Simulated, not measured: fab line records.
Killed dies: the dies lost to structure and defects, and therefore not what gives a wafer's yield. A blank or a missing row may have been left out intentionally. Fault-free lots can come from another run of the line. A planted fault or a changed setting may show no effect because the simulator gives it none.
Which of the tools did it? || flow nand-harc || Sampling: 24 lots, 72 wafers, 6 of 1302 route steps

WHAT THE GAUGES READ, wafer by wafer
NHARC_A_CONTACT_CD_MEAS_69: the cd target is 300 nm. Usual: cd-nm reads 300.1 nm (standard deviation 0.39).
{"lot": "L075", "measured": "day 22 14:20", "on": "cd-sem-03", "cd-nm (nm)": "300.1 299.7 299.7", "flag": ""}
{"lot": "L074", "measured": "day 22 14:52", "on": "cd-sem-03", "cd-nm (nm)": "299.7 300.1 299.5", "flag": ""}
{"lot": "L076", "measured": "day 22 20:02", "on": "cd-sem-03", "cd-nm (nm)": "300.3 300.2 300.3", "flag": ""}
{"lot": "L077", "measured": "day 23 19:38", "on": "cd-sem-01", "cd-nm (nm)": "299.3 299.7 299.8", "flag": ""}
{"lot": "L080", "measured": "day 23 21:25", "on": "cd-sem-02", "cd-nm (nm)": "300.5 300.3 299.9", "flag": ""}
{"lot": "L078", "measured": "day 24 08:11", "on": "cd-sem-02", "cd-nm (nm)": "299.9 299.8 299.1", "flag": ""}
{"lot": "L079", "measured": "day 24 15:00", "on": "cd-sem-01", "cd-nm (nm)": "300.4 300.2 300.2", "flag": ""}
{"lot": "L081", "measured": "day 24 18:21", "on": "cd-sem-02", "cd-nm (nm)": "299.6 300.0 300.4", "flag": ""}
{"lot": "L082", "measured": "day 25 07:34", "on": "cd-sem-01", "cd-nm (nm)": "300.1 299.9 299.1", "flag": ""}
{"lot": "L083", "measured": "day 25 08:32", "on": "cd-sem-02", "cd-nm (nm)": "300.6 300.8 300.4", "flag": ""}
{"lot": "L085", "measured": "day 26 04:00", "on": "cd-sem-01", "cd-nm (nm)": "299.0 299.4 300.2", "flag": ""}
{"lot": "L084", "measured": "day 26 07:59", "on": "cd-sem-03", "cd-nm (nm)": "299.7 300.1 299.9", "flag": ""}
{"lot": "L086", "measured": "day 26 23:12", "on": "cd-sem-01", "cd-nm (nm)": "300.4 300.3 300.5", "flag": ""}
{"lot": "L088", "measured": "day 27 14:44", "on": "cd-sem-02", "cd-nm (nm)": "300.1 300.3 300.2", "flag": ""}
{"lot": "L087", "measured": "day 27 15:06", "on": "cd-sem-02", "cd-nm (nm)": "300.4 300.2 300.8", "flag": ""}
{"lot": "L089", "measured": "day 27 22:11", "on": "cd-sem-02", "cd-nm (nm)": "300.8 300.2 300.1", "flag": ""}
{"lot": "L090", "measured": "day 28 05:17", "on": "cd-sem-02", "cd-nm (nm)": "299.8 300.2 300.1", "flag": ""}
{"lot": "L091", "measured": "day 29 17:36", "on": "cd-sem-03", "cd-nm (nm)": "299.9 300.4 300.1", "flag": ""}
{"lot": "L093", "measured": "day 30 00:08", "on": "cd-sem-03", "cd-nm (nm)": "299.8 300.0 300.2", "flag": ""}
{"lot": "L092", "measured": "day 30 02:43", "on": "cd-sem-03", "cd-nm (nm)": "300.8 299.6 299.5", "flag": ""}
{"lot": "L095", "measured": "day 30 14:44", "on": "cd-sem-03", "cd-nm (nm)": "300.7 299.9 299.5", "flag": ""}
{"lot": "L094", "measured": "day 30 20:04", "on": "cd-sem-01", "cd-nm (nm)": "300.5 300.2 300.0", "flag": ""}
{"lot": "L096", "measured": "day 30 20:44", "on": "cd-sem-03", "cd-nm (nm)": "300.4 300.0 300.1", "flag": ""}
{"lot": "L097", "measured": "day 31 16:26", "on": "cd-sem-03", "cd-nm (nm)": "300.0 299.8 299.6", "flag": ""}

NHARC_A_CONTACT_CD_MEAS_15. Usual: cd-nm reads 190.1 nm (standard deviation 0.59).
{"lot": "L075", "measured": "day 23 01:40", "on": "cd-sem-03", "cd-nm (nm)": "189.8 189.6 189.5", "flag": ""}
{"lot": "L074", "measured": "day 23 02:10", "on": "cd-sem-03", "cd-nm (nm)": "189.2 189.9 189.3", "flag": ""}
{"lot": "L076", "measured": "day 23 07:44", "on": "cd-sem-01", "cd-nm (nm)": "190.1 189.1 189.3", "flag": ""}
{"lot": "L077", "measured": "day 24 15:29", "on": "cd-sem-01", "cd-nm (nm)": "190.5 190.7 190.9", "flag": ""}
{"lot": "L080", "measured": "day 24 15:23", "on": "cd-sem-02", "cd-nm (nm)": "191.1 190.9 190.6", "flag": ""}
{"lot": "L078", "measured": "day 25 00:14", "on": "cd-sem-03", "cd-nm (nm)": "190.2 190.4 189.8", "flag": ""}
{"lot": "L079", "measured": "day 25 04:05", "on": "cd-sem-02", "cd-nm (nm)": "189.5 190.1 189.6", "flag": ""}
{"lot": "L081", "measured": "day 25 06:17", "on": "cd-sem-03", "cd-nm (nm)": "189.8 190.8 191.2", "flag": ""}
{"lot": "L082", "measured": "day 25 23:13", "on": "cd-sem-03", "cd-nm (nm)": "190.7 190.4 190.9", "flag": ""}
{"lot": "L083", "measured": "day 26 00:04", "on": "cd-sem-03", "cd-nm (nm)": "189.4 189.3 189.6", "flag": ""}
{"lot": "L085", "measured": "day 26 15:13", "on": "cd-sem-03", "cd-nm (nm)": "189.7 190.3 189.8", "flag": ""}
{"lot": "L084", "measured": "day 26 20:43", "on": "cd-sem-03", "cd-nm (nm)": "189.8 189.9 189.4", "flag": ""}
{"lot": "L086", "measured": "day 27 10:32", "on": "cd-sem-01", "cd-nm (nm)": "190.6 190.4 190.3", "flag": ""}
{"lot": "L088", "measured": "day 28 04:11", "on": "cd-sem-01", "cd-nm (nm)": "189.3 189.8 189.4", "flag": ""}
{"lot": "L087", "measured": "day 28 05:14", "on": "cd-sem-03", "cd-nm (nm)": "190.4 190.7 190.4", "flag": ""}
{"lot": "L089", "measured": "day 28 10:26", "on": "cd-sem-03", "cd-nm (nm)": "190.6 190.5 190.4", "flag": ""}
{"lot": "L090", "measured": "day 28 17:04", "on": "cd-sem-02", "cd-nm (nm)": "189.9 190.2 190.0", "flag": ""}
{"lot": "L091", "measured": "day 30 08:00", "on": "cd-sem-03", "cd-nm (nm)": "189.1 189.6 190.1", "flag": ""}
{"lot": "L093", "measured": "day 30 17:14", "on": "cd-sem-03", "cd-nm (nm)": "190.0 191.3 190.6", "flag": ""}
{"lot": "L092", "measured": "day 30 18:18", "on": "cd-sem-01", "cd-nm (nm)": "189.4 189.6 189.7", "flag": ""}
{"lot": "L095", "measured": "day 31 03:44", "on": "cd-sem-01", "cd-nm (nm)": "189.9 189.6 189.7", "flag": ""}
{"lot": "L094", "measured": "day 31 08:01", "on": "cd-sem-01", "cd-nm (nm)": "191.0 190.5 190.7", "flag": ""}
{"lot": "L096", "measured": "day 31 11:25", "on": "cd-sem-02", "cd-nm (nm)": "190.2 190.1 190.1", "flag": ""}
{"lot": "L097", "measured": "day 32 06:45", "on": "cd-sem-02", "cd-nm (nm)": "190.6 189.6 191.0", "flag": ""}

TOOL THAT RAN EACH LOT (tool first, then ch and the chambers of the sampled wafers, then the start)
{"lot": "L075", "NHARC_A_CONTACT_ETCH_124": "har-cap-etch-02 ch 0,1, day 22 16:08", "NHARC_A_CONTACT_ETCH_126": "har-cap-etch-02 ch 0,1, day 22 16:30", "NHARC_A_CONTACT_ETCH_127": "har-cap-etch-02 ch 0,1, day 22 16:40", "NHARC_A_CONTACT_DEP_84": "acl-dep-03 ch 0, day 22 20:13"}
{"lot": "L074", "NHARC_A_CONTACT_ETCH_124": "har-cap-etch-03 ch 0,1, day 22 16:37", "NHARC_A_CONTACT_ETCH_126": "har-cap-etch-03 ch 0,1, day 22 17:00", "NHARC_A_CONTACT_ETCH_127": "har-cap-etch-03 ch 0,1, day 22 17:10", "NHARC_A_CONTACT_DEP_84": "acl-dep-02 ch 0, day 22 20:17"}
{"lot": "L076", "NHARC_A_CONTACT_ETCH_124": "har-cap-etch-01 ch 0,1, day 22 21:50", "NHARC_A_CONTACT_ETCH_126": "har-cap-etch-01 ch 0,1, day 22 22:12", "NHARC_A_CONTACT_ETCH_127": "har-cap-etch-01 ch 0,1, day 22 22:23", "NHARC_A_CONTACT_DEP_84": "acl-dep-01 ch 0, day 23 01:55"}
{"lot": "L077", "NHARC_A_CONTACT_ETCH_124": "har-cap-etch-02 ch 0,1, day 23 21:22", "NHARC_A_CONTACT_ETCH_126": "har-cap-etch-02 ch 0,1, day 23 21:58", "NHARC_A_CONTACT_ETCH_127": "har-cap-etch-02 ch 0,1, day 23 22:11", "NHARC_A_CONTACT_DEP_84": "acl-dep-03 ch 0, day 24 09:12"}
{"lot": "L080", "NHARC_A_CONTACT_ETCH_124": "har-cap-etch-03 ch 0,1, day 23 23:11", "NHARC_A_CONTACT_ETCH_126": "har-cap-etch-03 ch 0,1, day 23 23:34", "NHARC_A_CONTACT_ETCH_127": "har-cap-etch-03 ch 0,1, day 23 23:44", "NHARC_A_CONTACT_DEP_84": "acl-dep-02 ch 0, day 24 09:21"}
{"lot": "L078", "NHARC_A_CONTACT_ETCH_124": "har-cap-etch-03 ch 0,1, day 24 09:58", "NHARC_A_CONTACT_ETCH_126": "har-cap-etch-03 ch 0,1, day 24 10:20", "NHARC_A_CONTACT_ETCH_127": "har-cap-etch-03 ch 0,1, day 24 10:31", "NHARC_A_CONTACT_DEP_84": "acl-dep-03 ch 0, day 24 18:11"}
{"lot": "L079", "NHARC_A_CONTACT_ETCH_124": "har-cap-etch-03 ch 0,1, day 24 16:52", "NHARC_A_CONTACT_ETCH_126": "har-cap-etch-03 ch 0,1, day 24 17:13", "NHARC_A_CONTACT_ETCH_127": "har-cap-etch-03 ch 0,1, day 24 17:24", "NHARC_A_CONTACT_DEP_84": "acl-dep-01 ch 0, day 24 22:10"}
{"lot": "L081", "NHARC_A_CONTACT_ETCH_124": "har-cap-etch-02 ch 0,1, day 24 20:30", "NHARC_A_CONTACT_ETCH_126": "har-cap-etch-02 ch 0,1, day 24 20:53", "NHARC_A_CONTACT_ETCH_127": "har-cap-etch-02 ch 0,1, day 24 21:03", "NHARC_A_CONTACT_DEP_84": "acl-dep-01 ch 0, day 25 00:25"}
{"lot": "L082", "NHARC_A_CONTACT_ETCH_124": "har-cap-etch-02 ch 0,1, day 25 09:21", "NHARC_A_CONTACT_ETCH_126": "har-cap-etch-02 ch 0,1, day 25 09:43", "NHARC_A_CONTACT_ETCH_127": "har-cap-etch-02 ch 0,1, day 25 09:53", "NHARC_A_CONTACT_DEP_84": "acl-dep-01 ch 0, day 25 17:42"}
{"lot": "L083", "NHARC_A_CONTACT_ETCH_124": "har-cap-etch-01 ch 0,1, day 25 10:22", "NHARC_A_CONTACT_ETCH_126": "har-cap-etch-01 ch 0,1, day 25 10:52", "NHARC_A_CONTACT_ETCH_127": "har-cap-etch-01 ch 0,1, day 25 11:06", "NHARC_A_CONTACT_DEP_84": "acl-dep-03 ch 0, day 25 17:10"}
{"lot": "L085", "NHARC_A_CONTACT_ETCH_124": "har-cap-etch-02 ch 0,1, day 26 05:44", "NHARC_A_CONTACT_ETCH_126": "har-cap-etch-02 ch 0,1, day 26 06:07", "NHARC_A_CONTACT_ETCH_127": "har-cap-etch-02 ch 0,1, day 26 06:17", "NHARC_A_CONTACT_DEP_84": "acl-dep-01 ch 0, day 26 09:19"}
{"lot": "L084", "NHARC_A_CONTACT_ETCH_124": "har-cap-etch-01 ch 0,1, day 26 10:04", "NHARC_A_CONTACT_ETCH_126": "har-cap-etch-01 ch 0,1, day 26 10:26", "NHARC_A_CONTACT_ETCH_127": "har-cap-etch-01 ch 0,1, day 26 10:37", "NHARC_A_CONTACT_DEP_84": "acl-dep-03 ch 0, day 26 15:17"}
{"lot": "L086", "NHARC_A_CONTACT_ETCH_124": "har-cap-etch-03 ch 0,1, day 27 00:58", "NHARC_A_CONTACT_ETCH_126": "har-cap-etch-03 ch 0,1, day 27 01:20", "NHARC_A_CONTACT_ETCH_127": "har-cap-etch-03 ch 0,1, day 27 01:31", "NHARC_A_CONTACT_DEP_84": "acl-dep-02 ch 0, day 27 04:32"}
{"lot": "L088", "NHARC_A_CONTACT_ETCH_124": "har-cap-etch-01 ch 0, day 27 16:28", "NHARC_A_CONTACT_ETCH_126": "har-cap-etch-01 ch 0, day 27 16:50", "NHARC_A_CONTACT_ETCH_127": "har-cap-etch-01 ch 0, day 27 17:01", "NHARC_A_CONTACT_DEP_84": "acl-dep-01 ch 0, day 27 22:41"}
{"lot": "L087", "NHARC_A_CONTACT_ETCH_124": "har-cap-etch-03 ch 0,1, day 27 16:51", "NHARC_A_CONTACT_ETCH_126": "har-cap-etch-03 ch 0,1, day 27 17:14", "NHARC_A_CONTACT_ETCH_127": "har-cap-etch-03 ch 0,1, day 27 17:25", "NHARC_A_CONTACT_DEP_84": "acl-dep-03 ch 0, day 27 23:20"}
{"lot": "L089", "NHARC_A_CONTACT_ETCH_124": "har-cap-etch-01 ch 0,1, day 27 23:58", "NHARC_A_CONTACT_ETCH_126": "har-cap-etch-01 ch 0,1, day 28 00:20", "NHARC_A_CONTACT_ETCH_127": "har-cap-etch-01 ch 0,1, day 28 00:31", "NHARC_A_CONTACT_DEP_84": "acl-dep-01 ch 0, day 28 04:50"}
{"lot": "L090", "NHARC_A_CONTACT_ETCH_124": "har-cap-etch-01 ch 0,1, day 28 07:01", "NHARC_A_CONTACT_ETCH_126": "har-cap-etch-01 ch 0,1, day 28 07:23", "NHARC_A_CONTACT_ETCH_127": "har-cap-etch-01 ch 0,1, day 28 07:34", "NHARC_A_CONTACT_DEP_84": "acl-dep-01 ch 0, day 28 11:13"}
{"lot": "L091", "NHARC_A_CONTACT_ETCH_124": "har-cap-etch-01 ch 0,1, day 29 19:20", "NHARC_A_CONTACT_ETCH_126": "har-cap-etch-01 ch 0,1, day 29 19:43", "NHARC_A_CONTACT_ETCH_127": "har-cap-etch-01 ch 0,1, day 29 19:53", "NHARC_A_CONTACT_DEP_84": "acl-dep-02 ch 0, day 30 02:05"}
{"lot": "L093", "NHARC_A_CONTACT_ETCH_124": "har-cap-etch-03 ch 0,1, day 30 01:52", "NHARC_A_CONTACT_ETCH_126": "har-cap-etch-03 ch 0,1, day 30 02:14", "NHARC_A_CONTACT_ETCH_127": "har-cap-etch-03 ch 0,1, day 30 02:25", "NHARC_A_CONTACT_DEP_84": "acl-dep-03 ch 0, day 30 07:57"}
{"lot": "L092", "NHARC_A_CONTACT_ETCH_124": "har-cap-etch-02 ch 0,1, day 30 04:26", "NHARC_A_CONTACT_ETCH_126": "har-cap-etch-02 ch 0,1, day 30 04:49", "NHARC_A_CONTACT_ETCH_127": "har-cap-etch-02 ch 0,1, day 30 04:59", "NHARC_A_CONTACT_DEP_84": "acl-dep-02 ch 0, day 30 09:28"}
{"lot": "L095", "NHARC_A_CONTACT_ETCH_124": "har-cap-etch-01 ch 0,1, day 30 17:47", "NHARC_A_CONTACT_ETCH_126": "har-cap-etch-01 ch 0,1, day 30 18:10", "NHARC_A_CONTACT_ETCH_127": "har-cap-etch-01 ch 0,1, day 30 18:20", "NHARC_A_CONTACT_DEP_84": "acl-dep-01 ch 0, day 30 21:19"}
{"lot": "L094", "NHARC_A_CONTACT_ETCH_124": "har-cap-etch-03 ch 0, day 30 21:47", "NHARC_A_CONTACT_ETCH_126": "har-cap-etch-03 ch 0, day 30 22:10", "NHARC_A_CONTACT_ETCH_127": "har-cap-etch-03 ch 0, day 30 22:20", "NHARC_A_CONTACT_DEP_84": "acl-dep-02 ch 0, day 31 02:07"}
{"lot": "L096", "NHARC_A_CONTACT_ETCH_124": "har-cap-etch-02 ch 0,1, day 30 22:33", "NHARC_A_CONTACT_ETCH_126": "har-cap-etch-02 ch 0,1, day 30 22:55", "NHARC_A_CONTACT_ETCH_127": "har-cap-etch-02 ch 0,1, day 30 23:06", "NHARC_A_CONTACT_DEP_84": "acl-dep-01 ch 0, day 31 03:18"}
{"lot": "L097", "NHARC_A_CONTACT_ETCH_124": "har-cap-etch-02 ch 0,1, day 31 20:59", "NHARC_A_CONTACT_ETCH_126": "har-cap-etch-02 ch 0,1, day 31 21:21", "NHARC_A_CONTACT_ETCH_127": "har-cap-etch-02 ch 0,1, day 31 21:32", "NHARC_A_CONTACT_DEP_84": "acl-dep-01 ch 0, day 32 00:54"}
- NHARC_A_CONTACT_ETCH_124: etches the open film in C4F8/O2/Ar, time 140 s, target depth 700 nm.
- NHARC_A_CONTACT_ETCH_126: etches the open film in C4F8/O2/Ar, time 197 s, target depth 1918 nm.
- NHARC_A_CONTACT_ETCH_127: etches the open film in C4F8/O2/Ar, time 197 s, target depth 1918 nm.
- NHARC_A_CONTACT_DEP_84: deposits aC, target thk 2800 nm.

WHAT THE TOOLS THEMSELVES READ (means of the sampled wafers that have a number; where no wafer has one, the mark that the record gives instead)
NHARC_A_CONTACT_DEP_84. Usual: throttle-valve-pct reads 35.001 % (standard deviation 0.0092).
{"lot": "L075", "tool": "acl-dep-03", "throttle-valve-pct (%)": 35.001, "flag": ""}
{"lot": "L074", "tool": "acl-dep-02", "throttle-valve-pct (%)": 35.011, "flag": ""}
{"lot": "L076", "tool": "acl-dep-01", "throttle-valve-pct (%)": 34.995, "flag": ""}
{"lot": "L077", "tool": "acl-dep-03", "throttle-valve-pct (%)": 34.993, "flag": ""}
{"lot": "L080", "tool": "acl-dep-02", "throttle-valve-pct (%)": 35.001, "flag": ""}
{"lot": "L078", "tool": "acl-dep-03", "throttle-valve-pct (%)": 35.005, "flag": ""}
{"lot": "L079", "tool": "acl-dep-01", "throttle-valve-pct (%)": 35.003, "flag": ""}
{"lot": "L081", "tool": "acl-dep-01", "throttle-valve-pct (%)": 34.999, "flag": ""}
{"lot": "L082", "tool": "acl-dep-01", "throttle-valve-pct (%)": 34.999, "flag": ""}
{"lot": "L083", "tool": "acl-dep-03", "throttle-valve-pct (%)": 35.000, "flag": ""}
{"lot": "L085", "tool": "acl-dep-01", "throttle-valve-pct (%)": 34.994, "flag": ""}
{"lot": "L084", "tool": "acl-dep-03", "throttle-valve-pct (%)": 34.999, "flag": ""}
{"lot": "L086", "tool": "acl-dep-02", "throttle-valve-pct (%)": 34.996, "flag": ""}
{"lot": "L088", "tool": "acl-dep-01", "throttle-valve-pct (%)": 35.005, "flag": ""}
{"lot": "L087", "tool": "acl-dep-03", "throttle-valve-pct (%)": 35.003, "flag": ""}
{"lot": "L089", "tool": "acl-dep-01", "throttle-valve-pct (%)": 35.000, "flag": ""}
{"lot": "L090", "tool": "acl-dep-01", "throttle-valve-pct (%)": 35.009, "flag": ""}
{"lot": "L091", "tool": "acl-dep-02", "throttle-valve-pct (%)": 35.006, "flag": ""}
{"lot": "L093", "tool": "acl-dep-03", "throttle-valve-pct (%)": 35.000, "flag": ""}
{"lot": "L092", "tool": "acl-dep-02", "throttle-valve-pct (%)": 35.002, "flag": ""}
{"lot": "L095", "tool": "acl-dep-01", "throttle-valve-pct (%)": 34.993, "flag": ""}
{"lot": "L094", "tool": "acl-dep-02", "throttle-valve-pct (%)": 35.002, "flag": ""}
{"lot": "L096", "tool": "acl-dep-01", "throttle-valve-pct (%)": 34.998, "flag": ""}
{"lot": "L097", "tool": "acl-dep-01", "throttle-valve-pct (%)": 35.008, "flag": ""}

THE ANSWER, worked out from the rows above alone
Rule: a lot is off if the mean of its wafers that have a number lies more than 3 standard deviations from the usual mean. A lot without any number at a reading at which 4 lots or more have one is off too. The other lots that the step has rows for count as sound. Order of review: gauges by route order, followed by the tools' own readings, for which a lot's mean as printed above is used. The first step at which some lot is off is used, and at that step the reading that is off furthest; a lot without a number counts as furthest.
No lot is off on any of the readings shown, so nothing can be concluded from this.

WHAT HAD BEEN PUT IN BY THE SIMULATOR
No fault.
